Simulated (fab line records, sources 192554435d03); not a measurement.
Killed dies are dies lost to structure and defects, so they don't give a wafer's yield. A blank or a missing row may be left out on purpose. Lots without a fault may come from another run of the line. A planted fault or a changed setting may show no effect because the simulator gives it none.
A struck lot beside a sound one | flow n5_finfet | 15 steps out of a route of 1938
Sound: wafers L343.1, L343.4, L343.6. Struck: wafers L331.1, L331.2, L331.3. The cause comes at the end.
At each step with rows: each side's tool, then ch and its chambers, then its first start. Under that, the readings that differ: sound wafers | struck wafers | difference of the means | sigmas: that difference in standard deviations of wafers without a fault.
alike: readings whose means differ by less than 2 such deviations, and words and numbers that are the same on both sides. not compared: withheld readings, readings that some wafer has no value for, bounds like >300 that may hide the same value, and numbers for which the record gives no deviation and whose values overlap.
The two part at a step that has a row with sigmas, a row that says differs or no value, or rows on one side only. Numbers that don't overlap but have no deviation are shown without sigmas and don't part them. A reading that every wafer of one side lacks parts them only if that side has two wafers or more.

first, 9 steps without rows for these wafers: N5_BEOL_M2_COAT_76 (time 60 s, resist thk 5 nm); N5_BEOL_M2_COAT_22 (resist thk 30 nm); N5_BEOL_M2_EBR_24; N5_BEOL_M2_SOFTBAKE_23 (time 60 s); N5_BEOL_M2_EXPOSE_25 (exposes mask V1, defocus 5 nm); N5_BEOL_M2_PEB_26 (peb time 60 s); N5_BEOL_M2_DEVELOP_27 (develop time 30 s); N5_BEOL_M2_DESCUM_33 (chemistry O2, time 7 s); N5_BEOL_M2_ETCH_77 (etches underlayer in N2/H2, target depth 6.5 nm, time 5.2 s).
N5_BEOL_M2_ETCH_69: etches SiARC in CF4, target depth 15.6 nm, time 26 s.
  sound on rie_diel-01 ch 0,2,3, day 12 06:48; struck on rie_diel-03 ch 0,1,3, day 9 06:05
  no value came back on the struck wafers for any of 8 readings (bias_w (W), cf4_flow_sccm (sccm) and others); on the sound wafers bias_w (W) reads 35.98 35.90 35.96
  reading                                      | sound        | struck         | difference | sigmas
  model.CAR-EUV_of_BEOL_M2_COAT_22.thk_nm (nm) | 11 11.2 11.2 | 20.4 20.2 20.2 | +9.1       |
  not compared: rf_hours_counter_h
then, 1 step without rows for these wafers: N5_BEOL_M2_ALD_98 (deposits SiO2, target thk 2.5 nm, pulse time 1 s, co reactant pulse time 1 s).
N5_BEOL_M2_ETCHBACK_99: etches SiO2 in CHF3, target depth 5 nm, time 10.4 s.
  sound on rie_diel-04 ch 1,2,3, day 13 18:02; struck on rie_diel-01 ch 0,1,3, day 9 23:25
  reading                                      | sound          | struck         | difference | sigmas
  oes_product_au (a.u.)                        | 0.71 0.69 0.91 | 0.32 0.25 0.26 | -0.49      | -5
  model.CAR-EUV_of_BEOL_M2_COAT_22.thk_nm (nm) | 10.4 10.4 10.4 | 19.6 19.6 19.6 | +9.2       |
  alike: drypump_motor_current_A, oes_ar_750_au, oes_f_703_au, rf_vpp_V, showerhead_plenum_p_Torr, throttle_valve_pct
  not compared: rf_hours_counter_h
N5_BEOL_M2_ETCH_70: etches SOC in N2/H2, target depth 80 nm, overetch 24 nm, time 130 s.
  sound on rie_diel-04 ch 1,2,3, day 13 18:04; struck on rie_diel-01 ch 0,1,3, day 9 23:28
  reading               | sound          | struck         | difference | sigmas
  oes_product_au (a.u.) | 0.53 0.51 0.66 | 0.32 0.26 0.27 | -0.28      | -4
  alike: bias_w, chamber_pressure_mTorr, drypump_motor_current_A, rf_vpp_V, showerhead_plenum_p_Torr, throttle_valve_pct
  not compared: rf_hours_counter_h
N5_BEOL_M4_RC_MEAS_101:
  the record has rows for the sound wafers here (prober-02 ch 0, day 15 01:38) and none for the struck ones
-- the record jumps here: 6 days lie between the struck wafers' starts before and after (it left off in module BEOL_M4 and takes up again in module PASSIVATION, whose first step shown is number 1936 of the route) --
N5_PASSIVATION_PROBE_49:
  the record has rows for the struck wafers here (prober-02, day 15 15:22) and none for the sound ones

WHERE THEY PART
First at N5_BEOL_M2_ETCH_69; last, within this record, at N5_PASSIVATION_PROBE_49.

WHY: what the simulator had put in
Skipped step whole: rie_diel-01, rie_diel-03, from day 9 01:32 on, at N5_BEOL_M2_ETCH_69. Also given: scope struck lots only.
